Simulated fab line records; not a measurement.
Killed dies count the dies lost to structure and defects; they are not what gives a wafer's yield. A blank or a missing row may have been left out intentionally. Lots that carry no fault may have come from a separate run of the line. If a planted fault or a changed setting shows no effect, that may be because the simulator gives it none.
A lot that was struck, set against a sound lot | flow nand-harc | 14 out of 1302 route steps
Sound: the wafers L683.1, L683.3, L683.6. The struck wafers were L682.1, L682.2, L682.3. The cause is given at the end.
Each step with rows lists, per side, the tool, then ch with its chambers, then its first start. Under that, the readings that differ: sound wafers | struck wafers | difference of the means | sigmas: that difference in standard deviations of wafers without a fault.
alike: readings whose means differ by less than 2 such deviations, and words and numbers that are the same on both sides. not compared: withheld readings, readings that some wafer has no value for, bounds like >300 that may hide the same value, and numbers for which the record gives no deviation and whose values overlap.
Wherever a step has rows on one side only, a row that says differs or no value, or a row with sigmas, the two part there. When numbers do not overlap yet have no deviation, they are printed without sigmas and do not part them. A reading missing from all wafers of one side parts the sides only when that side holds two or more wafers.

NHARC_P_GATE_DESCUM_48: chemistry O2, time 3 s.
  sound on rie-diel-06 ch 1,2, day 11 20:43; struck on rie-diel-07 ch 1,2,3, day 10 18:55
  alike: chamber-pressure-mTorr, drypump-motor-current-A, o2-flow-sccm, oes-product-au, rf-vpp-V, showerhead-plenum-p-Torr, throttle-valve-pct
  not compared: rf-hours-counter-h
following that, these wafers have no rows for 1 step: NHARC_P_GATE_IMPLANT_49.
NHARC_P_GATE_STRIP_111: strips in N2/H2, time 250 s.
  sound on plasma-asher-02 ch 0,1, day 11 21:05; struck on plasma-asher-01 ch 0,1, day 10 19:17
  alike: drypump-motor-current-A, heater-power-w
  not compared: rf-hours-counter-h
NHARC_P_GATE_STRIP_75: strips in O2.
  sound on plasma-asher-02 ch 0,1, day 11 21:23; struck on plasma-asher-01 ch 0,1, day 10 19:35
  alike: drypump-motor-current-A, heater-power-w
  not compared: rf-hours-counter-h
then, 8 steps without rows for these wafers: NHARC_P_GATE_STRIP_50 (strips in SPM, time 900 s); NHARC_P_GATE_DEHYDRATE_51 (time 120 s); NHARC_P_GATE_HMDS_52 (time 30 s); NHARC_P_GATE_COAT_53; NHARC_P_GATE_SOFTBAKE_54 (time 95 s); NHARC_P_GATE_EBR_55; NHARC_P_GATE_EXPOSE_56 (exposes mask P PSD, target cd 720 nm); NHARC_P_GATE_PEB_57 (peb time 85 s).
NHARC_P_GATE_DEVELOP_58: time 70 s.
  sound on litho-track-03 ch 0, day 11 22:00; struck on litho-track-03, day 10 20:00
  no value came back on the struck wafers for chill-plate-temp-C (C), exhaust-pa (Pa), resist-line-temp-C (C); on the sound wafers chill-plate-temp-C (C) reads 22.90 23.02 22.75
NHARC_P_GATE_CD_MEAS_59: target cd 720 nm.
  sound on cd-sem-03 ch 0, day 11 22:19; struck on cd-sem-02 ch 0, day 10 20:30
  alike: cd-nm

## WHERE THEY PART
Within this record, at NHARC_P_GATE_DEVELOP_58 only. Later steps at which nothing parts them and some readings are alike: NHARC_P_GATE_CD_MEAS_59.

WHY: what had been put in by the simulator
At NHARC_P_GATE_DEVELOP_58, the step was skipped entirely on litho-track-03 from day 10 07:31 on. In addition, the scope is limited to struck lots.
